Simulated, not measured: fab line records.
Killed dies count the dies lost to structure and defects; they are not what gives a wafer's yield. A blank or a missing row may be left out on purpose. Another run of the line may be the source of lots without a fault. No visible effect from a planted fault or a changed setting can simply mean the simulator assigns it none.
The tool behind it: which one? | flow nandHarc | 6 lots with 18 wafers sampled at 5 steps, on a route of 1302 steps

WHAT EACH GAUGE READ, for each wafer
NHARC_END_SORT_01.
lot  | measured     | on        | killedAtArray
L418 | day 25 19:28 | prober-01 | 106 99 75
L427 | day 29 11:47 | prober-02 | 47 56 42

WHICH TOOL RAN EACH LOT (tool, then ch and the chambers of the sampled wafers, then the start)
lot  | NHARC_A_WL_FILL_ETCHBACK_05      | NHARC_A_WL_FILL_ALD_10          | NHARC_A_WL_FILL_STRIP_29          | NHARC_A_WL_FILL_ETCHBACK_17
L417 | rieMetal-01 ch 0,1, day 21 06:49 | aldHk-03 ch 1,3, day 21 15:56   | rieDiel-08 ch 2,3, day 21 20:09   | rieMetal-03 ch 0,1, day 21 20:16
L418 | rieMetal-01 ch 0,1, day 22 00:10 | aldHk-04 ch 0,2,3, day 22 05:01 | rieDiel-11 ch 0,1,3, day 22 09:46 | rieMetal-02 ch 0,1, day 22 09:52
L422 | rieMetal-02 ch 0,1, day 23 20:51 | aldHk-04 ch 0,1,2, day 24 07:22 | rieDiel-08 ch 0,3, day 24 12:04   | rieMetal-01 ch 0,1, day 24 12:08
L427 | rieMetal-01 ch 0,1, day 25 08:26 | aldHk-02 ch 0,2,3, day 25 14:28 | rieDiel-11 ch 1,3, day 25 18:41   | rieMetal-03 ch 0,1, day 25 18:50
L433 | rieMetal-03 ch 0,1, day 28 06:38 | aldHk-03 ch 0,1,2, day 28 11:16 | rieDiel-11 ch 0,1,2, day 28 15:00 | rieMetal-01 ch 0,1, day 28 15:06
L438 | rieMetal-01 ch 0, day 30 04:29   | aldHk-03 ch 1,2,3, day 30 12:29 | rieDiel-11 ch 0,2,3, day 30 16:11 | rieMetal-03 ch 0,1, day 30 16:17
- NHARC_A_WL_FILL_ETCHBACK_05: etches the open film in Cl2/BCl3, target depth 22 nm, time 60 s.
- NHARC_A_WL_FILL_ALD_10: deposits SiO2, target thk 50 nm, pulse time 10 s, ald cycles 500.
- NHARC_A_WL_FILL_STRIP_29: strips in O2, time 20 s.
- NHARC_A_WL_FILL_ETCHBACK_17: etches the open film in Cl2/BCl3, target depth 4 nm, time 26.7 s.

THE ANSWER, worked out from the rows above alone
Rule: what is usual is taken from the lots themselves. Put in order of their means at a reading, lots are off if they are a third of the lots or fewer, leave a main group of 4 or more, and stand apart from it by a gap of 3 or more times the standard deviation of the main group's means; of several such gaps the widest counts. Not used: any main group whose means are identical at the precision the tables above print for the reading. Also off: a lot with no number at a reading for which 4 or more lots have one. Any other lot the step has rows for is counted as sound.
None of the lots is off at any reading shown; this tells nothing.

WHAT THE SIMULATOR PUT IN
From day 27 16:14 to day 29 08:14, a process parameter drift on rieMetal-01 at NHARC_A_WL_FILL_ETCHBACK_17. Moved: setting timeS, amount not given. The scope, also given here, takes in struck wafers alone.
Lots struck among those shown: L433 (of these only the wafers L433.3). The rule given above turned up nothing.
